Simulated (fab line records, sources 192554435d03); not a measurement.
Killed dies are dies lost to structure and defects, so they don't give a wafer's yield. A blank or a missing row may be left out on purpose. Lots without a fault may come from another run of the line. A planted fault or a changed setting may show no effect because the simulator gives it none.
Chamber matching | flow n5_finfet | N5_BEOL_M8_ETCH_61 on rie_diel-03: 4 sister chambers
The step etches SiARC in CF4, target depth 45.5 nm, time 75.8 s. 8 wafers are shown with their chamber, then 7 later ones without.

WAFERS WITH THEIR CHAMBER
wafer  | chamber | drypump_motor_current_A (A) | throttle_valve_pct (%)
L077.3 | 3       | 5.60                        | 15.51
L080.2 | 0       | 5.55                        | 16.07
L080.6 | 1       | 5.38                        | 15.95
L085.3 | 2       | 5.70                        | 15.72
L085.5 | 0       | 5.53                        | 16.09
L085.6 | 2       | 5.72                        | 15.71
L090.1 | 1       | 5.38                        | 15.55
L090.5 | 3       | 5.61                        | 15.56

WAFERS WITHOUT THEIR CHAMBER
wafer  | drypump_motor_current_A (A) | throttle_valve_pct (%)
L090.6 | 5.72                        | 15.74
L092.2 | 5.54                        | 16.12
L092.5 | 5.59                        | 15.57
L092.6 | 5.54                        | 16.11
L096.1 | 5.37                        | 15.60
L096.2 | 5.73                        | 15.78
L096.3 | 5.38                        | 15.60

WHICH CHAMBER EACH WENT THROUGH
wafer  | from the rows above | in truth
L090.6 | 2                   | 2
L092.2 | 0                   | 0
L092.5 | 3                   | 3
L092.6 | 0                   | 0
L096.1 | 1                   | 1
L096.2 | 2                   | 2
L096.3 | 1                   | 1
Placed correctly: 7 of 7. Can't be placed from these rows: 0. Placed wrongly: 0.
How it was worked out, from the rows above alone: a wafer's distance from a chamber is the root of the sum, over the readings, of the square of ((its reading less the chamber's mean) divided by the reading's scatter). The wafer belongs to the nearest chamber; if the next one is less than 2 further off, it can't be placed. A chamber's mean is the mean of its shown wafers. The scatter: the root of (the sum of the squares of (reading less its chamber's mean) over the shown wafers, divided by (wafers less chambers)).
